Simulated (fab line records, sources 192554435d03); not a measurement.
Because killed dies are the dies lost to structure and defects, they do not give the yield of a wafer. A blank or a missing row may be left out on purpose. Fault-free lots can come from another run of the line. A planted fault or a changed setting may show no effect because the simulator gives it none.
Chamber matching ; flow n5 finfet ; 4 sister chambers for N5_BEOL_M13_TRENCH_ETCH_34 on rie diel-06
The step etches SiOC in C4F8/O2/Ar, target depth 413.47 nm, time 162.6 s. 20 wafers are shown with their chamber, then 10 later ones without.

== EACH WAFER AND ITS CHAMBER ==
wafer;chamber;drypump motor current A (A);showerhead plenum p Torr (Torr);throttle valve pct (%)
L075.1;0;5.5;3.29;24.48
L075.2;3;6.8;3.48;24.08
L075.4;2;5.7;3.28;24.60
L080.1;0;5.5;3.28;24.50
L080.3;3;6.8;3.48;24.12
L080.4;2;5.7;3.28;24.62
L081.2;0;5.5;3.28;24.50
L081.4;2;5.7;3.28;24.62
L081.6;3;6.8;3.47;24.09
L085.1;1;5.4;3.45;24.34
L085.2;3;6.8;3.47;24.11
L085.4;0;5.5;3.28;24.51
L088.1;1;5.4;3.45;24.33
L088.2;2;5.7;3.27;24.64
L088.3;0;5.5;3.28;24.51
L087.3;1;5.3;3.45;24.35
L087.5;2;5.7;3.27;24.65
L087.6;1;5.3;3.45;24.34
L091.3;1;5.4;3.44;24.37
L091.4;2;5.7;3.27;24.64

SIGNATURES (means of the wafers above)
reading;chamber 0;chamber 1;chamber 2;chamber 3;scatter within a chamber
drypump motor current A;5.500;5.360;5.700;6.800;0.0274
showerhead plenum p Torr;3.2820;3.4480;3.2750;3.4750;0.00506
throttle valve pct;24.5000;24.3460;24.6283;24.1000;0.0162
Rule: distance of a wafer from a chamber = root of the sum over the readings of ((wafer's reading minus chamber's mean) / reading's scatter) squared. If the next closest chamber is less than 2 further off than the closest, the wafer can't be placed; otherwise it belongs to the closest. How the scatter is found: for the shown wafers, subtract from each reading the mean of its chamber, square and add these, divide the total by (wafers less chambers), then take the root.

== WAFERS WHOSE CHAMBER IS MISSING ==
wafer;drypump motor current A (A);showerhead plenum p Torr (Torr);throttle valve pct (%)
L091.6;5.4;3.44;24.36
L093.1;5.4;3.44;24.36
L093.4;6.8;3.46;24.13
L093.6;5.7;3.27;24.64
L097.3;5.3;3.44;24.37
L097.4;5.7;3.26;24.65
L097.6;6.8;3.46;24.14
L096.1;5.7;3.26;24.66
L096.3;6.8;3.46;24.13
L096.5;5.5;3.27;24.52

== WHICH CHAMBER EACH ONE RAN IN ==
wafer;from the rows above;in truth
L091.6;1;1
L093.1;1;1
L093.4;3;3
L093.6;2;2
L097.3;1;1
L097.4;2;2
L097.6;3;3
L096.1;2;2
L096.3;3;3
L096.5;0;0
Correctly placed: 10 of 10. Left unplaced by these rows: 0. Placed wrongly: 0.
